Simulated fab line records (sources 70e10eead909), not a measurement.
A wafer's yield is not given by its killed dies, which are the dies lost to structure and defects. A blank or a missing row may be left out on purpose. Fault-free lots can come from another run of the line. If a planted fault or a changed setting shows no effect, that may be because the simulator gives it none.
fab line records	flow nand_harc
[record] lots = 5	wafers = 15	last_day = 33
route steps=1302 shown THIN_TSV@1282
lots that met no fault: taken from a fault-free run of the same line
start_h: hours from the record's first day to the start of the lot's first wafer shown	wait_h: hours since the lot's step before	" identical to the entry in the row above	L1.1+2: a row that stands for several wafers	- no value, or no start was given	* or withheld: withheld	< > ~ a bound
route shown NAME@n: names a module that has steps shown in the file, with the first one's number in the route	usual: mean and standard deviation over wafers with no fault	same: alike in all rows	chamber/n: place in a boat	sites: each site's reading	_std_site: their standard deviation	_edge_site: inner sites' mean taken away from outer sites' mean	radius_mm: how far each site lies from the wafer's centre	mask NAME#n: copy n	behind: the last tool/chamber to shape the wafer	hold: what put the lot on hold/how long, in hours/how the hold closed	device: the transistor (n, p or np) that didn't switch	end of line: the tests these same wafers got at the end of their route	for a step that has no rows: nothing shown but its recipe	killed: count of dies lost to structure and defects at first sort (not the wafer's yield)	map: a wafer's dies, marking killed ones x, the rest . and places with no die _
set.NAME: the setting the step ran with; set.NAME@STEP: the setting that earlier step ran with	model.NAME: the simulator's own value behind a step, which no gauge read
certain route steps with their lots: each step a table, each wafer a row
services: when a tool's chamber went out of use (start_h, in hours from the record's first day, below 0 if earlier), for how many hours, and the reason
[[steps]]
[step NHARC_THIN_TSV_PVD_24]
[recipe] target_thk_a = 8000	power_w = withheld	chamber_pressure_pa = withheld	substrate_temp_c = withheld	time_s = withheld	gas = Ar	material = Al
[step NHARC_THIN_TSV_DEHYDRATE_25]
[recipe] temp_c = 150	time_s = 120
[step NHARC_THIN_TSV_HMDS_26]
[recipe] time_s = 30
[step NHARC_THIN_TSV_COAT_27]
[recipe] spin_rpm = *
[step NHARC_THIN_TSV_SOFTBAKE_28]
[recipe] temp_c = 122	time_s = 95
[step NHARC_THIN_TSV_EBR_29]
[step NHARC_THIN_TSV_EXPOSE_30]
[recipe] na = 0.55	dose_mj = 11.47	mask_id = PAD
[step NHARC_THIN_TSV_PEB_31]
[recipe] peb_temp_c = 118	peb_time_s = 85
[step NHARC_THIN_TSV_DEVELOP_32]
[recipe] time_s = 70
[step NHARC_THIN_TSV_CD_MEAS_33]
[recipe] target_cd_nm = 5000	landing_energy_ev = 500
[usual] cd_nm = 5000.1/2
[same] landing_energy_ev = 500
lot.wafer	tool	chamber	start_h	wait_h	cd_nm
L763.1	cd_sem-03	0	579.87	-	4998.3
L763.4	"	0	"	"	5000.1
L763.6	"	0	"	"	5004.8
L764.1	cd_sem-01	0	588.65	-	4997.6
L764.2	"	0	"	"	4999.2
L764.5	"	0	"	"	4997.7
L775.2	cd_sem-01	0	695.93	-	5000.5
L775.4	"	0	"	"	5002.2
L775.6	"	0	"	"	5000.5
L780.3	cd_sem-01	0	767.56	-	5001.8
L780.5	"	0	"	"	5002.3
L780.6	"	0	"	"	5000.9
L782.2	cd_sem-02	0	781.65	-	4998.3
L782.3	"	0	"	"	4999.5
L782.4	"	0	"	"	4999.7
[step NHARC_THIN_TSV_HARDBAKE_34]
[recipe] temp_c = 125	time_s = 80
[step NHARC_THIN_TSV_DESCUM_35]
[recipe] time_s = 3	o2_flow_sccm = 200	ar_flow_sccm = 0	bias_power_w = 0	chemistry = O2
[usual] drypump_motor_current_A = 5.7/0.34	oes_product_au = 1.004/0.01	rf_vpp_V = 57.8/0.93	showerhead_plenum_p_Torr = 1.92/0.098	throttle_valve_pct = 11.311/0.0093
lot.wafer	tool	chamber	start_h	wait_h	drypump_motor_current_A	oes_product_au	rf_hours_counter_h	rf_vpp_V	showerhead_plenum_p_Torr	throttle_valve_pct
L763.1	rie_diel-13	2	580.04	-	5.1	1.004	2.5	58.1	1.95	11.328
L763.6	"	2	"	"	5.1	1.015	-	59.2	1.96	11.319
L763.4	"	0	"	"	6.0	1.012	-	57.0	1.78	11.312
L764.1	rie_diel-12	0	588.84	-	5.8	1.000	9.1	57.1	1.83	11.311
L764.2	"	1	"	"	5.4	0.991	8.8	58.2	2.04	11.307
L764.5	"	3	"	"	5.7	1.001	-	58.5	2.02	11.288
L775.2	rie_diel-12	2	696.11	-	5.4	1.012	2.7	58.0	1.79	11.309
L775.4	"	3	"	"	5.7	1.001	2.7	58.1	2.02	11.314
L775.6	"	1	"	"	5.3	1.009	-	58.4	2.04	11.293
L780.3	rie_diel-09	3	767.73	-	5.9	1.012	3.9	56.5	2.02	11.306
L780.5	"	2	"	"	6.2	0.996	-	57.2	2.01	11.319
L780.6	"	3	"	"	5.9	1.018	-	59.6	2.02	11.321
L782.4	rie_diel-12	1	781.81	-	5.4	1.010	6.3	58.2	2.04	11.333
L782.3	"	2	"	"	5.3	1.011	6.8	56.8	1.79	11.321
L782.2	"	3	"	"	5.7	0.990	6.7	57.3	2.02	11.299
[step NHARC_THIN_TSV_ETCH_59]
[recipe] target_depth_a = 8800	icp_w = 900	bias_w = 100	Cl2_flow_sccm = 60	bcl3_flow_sccm = 30	time_s = 138.1	chemistry = Cl2/BCl3
[usual] drypump_motor_current_A = 5.4/0.5	oes_product_au = 1.002/0.0095	throttle_valve_pct = 22.263/0.0094
lot.wafer	tool	chamber	start_h	wait_h	drypump_motor_current_A	oes_product_au	rf_hours_counter_h	throttle_valve_pct
L763.1	rie_metal-02	1	580.22	0.2	6.4	0.996	2.2	22.263
L763.4	"	1	"	"	6.4	1.012	-	22.266
L763.6	"	1	"	"	6.4	1.005	-	22.270
L764.1	rie_metal-01	0	588.94	0.1	5.6	0.999	0.0	22.274
L764.2	"	1	"	"	4.9	0.997	0.0	22.260
L764.5	"	1	"	"	4.9	1.004	-	22.248
L775.2	rie_metal-02	0	696.29	0.2	5.4	0.960	-	22.286
L775.4	"	0	"	"	5.4	0.950	-	22.260
L775.6	"	0	"	"	5.4	0.958	-	22.264
L780.3	rie_metal-01	0	767.95	0.2	5.6	1.022	-	22.258
L780.5	"	1	"	"	4.9	1.012	-	22.257
L780.6	"	0	"	"	5.6	1.020	-	22.270
L782.2	rie_metal-01	1	781.97	0.1	4.9	1.001	0.7	22.269
L782.4	"	0	"	"	5.6	1.008	-	22.252
L782.3	"	1	"	"	4.9	0.991	-	22.259
[step NHARC_THIN_TSV_ETCH_36]
[recipe] target_depth_a = 650	over_etch_frac = 0.3	time_s = 18.571	ion_energy_ev = 150	chemistry = Cl2/BCl3
[usual] drypump_motor_current_A = 5.4/0.5	oes_product_au = 1.001/0.0098
[same] over_etch_frac = 0.3
lot.wafer	tool	chamber	start_h	wait_h	drypump_motor_current_A	oes_product_au	rf_hours_counter_h
L763.1	rie_metal-02	0	580.44	0.2	5.4	1.007	1.9
L763.4	"	1	"	"	6.4	1.010	-
L763.6	"	0	"	"	5.4	0.998	-
L764.1	rie_metal-01	0	589.20	0.2	5.6	1.011	0.2
L764.2	"	1	"	"	4.9	1.001	0.2
L764.5	"	0	"	"	5.6	1.004	-
L775.2	rie_metal-02	0	696.71	0.3	5.4	1.009	-
L775.4	"	0	"	"	5.4	0.999	-
L775.6	"	0	"	"	5.4	1.003	-
L780.3	rie_metal-01	1	768.12	0.1	4.9	0.988	-
L780.5	"	0	"	"	5.6	1.008	-
L780.6	"	1	"	"	4.9	0.992	-
L782.2	rie_metal-01	1	782.19	0.2	4.9	1.004	0.8
L782.4	"	1	"	"	4.9	1.000	-
L782.3	"	0	"	"	5.6	1.019	-
[[services]]
tool	chamber	start_h	hours	kind
rie_diel-12	-	566.82	0.9	repair
rie_metal-01	-	575.00	9.0	pm
rie_metal-01	0	575.00	9.0	vent_cycle
rie_metal-01	1	575.00	9.0	vent_cycle
rie_diel-13	3	578.80	7.1	repair
rie_metal-01	0	584.00	-	clean
rie_metal-01	1	584.00	-	clean
rie_diel-12	3	614.54	14.1	repair
rie_diel-12	-	622.41	9.0	pm
rie_metal-02	-	631.00	9.0	pm
rie_diel-12	1	648.93	7.2	repair
rie_metal-02	1	657.08	48.9	repair
rie_diel-09	-	674.18	9.0	pm
rie_diel-09	2	694.48	4.7	repair
rie_diel-13	-	696.06	9.0	pm
rie_diel-09	-	703.67	0.4	repair
rie_diel-13	-	742.04	1.7	repair
rie_diel-09	2	742.54	6.4	repair
rie_metal-01	-	752.00	9.0	pm
rie_metal-01	0	752.00	9.0	vent_cycle
rie_metal-01	1	752.00	9.0	vent_cycle
rie_diel-12	1	753.54	2.9	repair
rie_metal-01	0	761.00	-	clean
rie_metal-01	1	761.00	-	clean
[[key]]
[first_sign] step = NHARC_THIN_TSV_ETCH_59	reading = oes_product_au	direction = down	sigmas = 4.8	usual = 1.002	struck = 0.956
effect none on later readings
met_at NHARC_THIN_TSV_ETCH_59
struck_wafers L775.2,L775.4,L775.6
sort_left_out L775.2,L775.4,L775.6
[fault] kind = process_parameter_drift	tool = rie_metal-02	chamber = 0	onset_h = 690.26	steps = NHARC_THIN_TSV_ETCH_59	channel = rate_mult	offset = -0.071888	shape = step	end_h = 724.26
// sort_left_out: the simulated sort isn't trusted on such a fault, so these wafers' sort isn't shown, and their yield isn't known
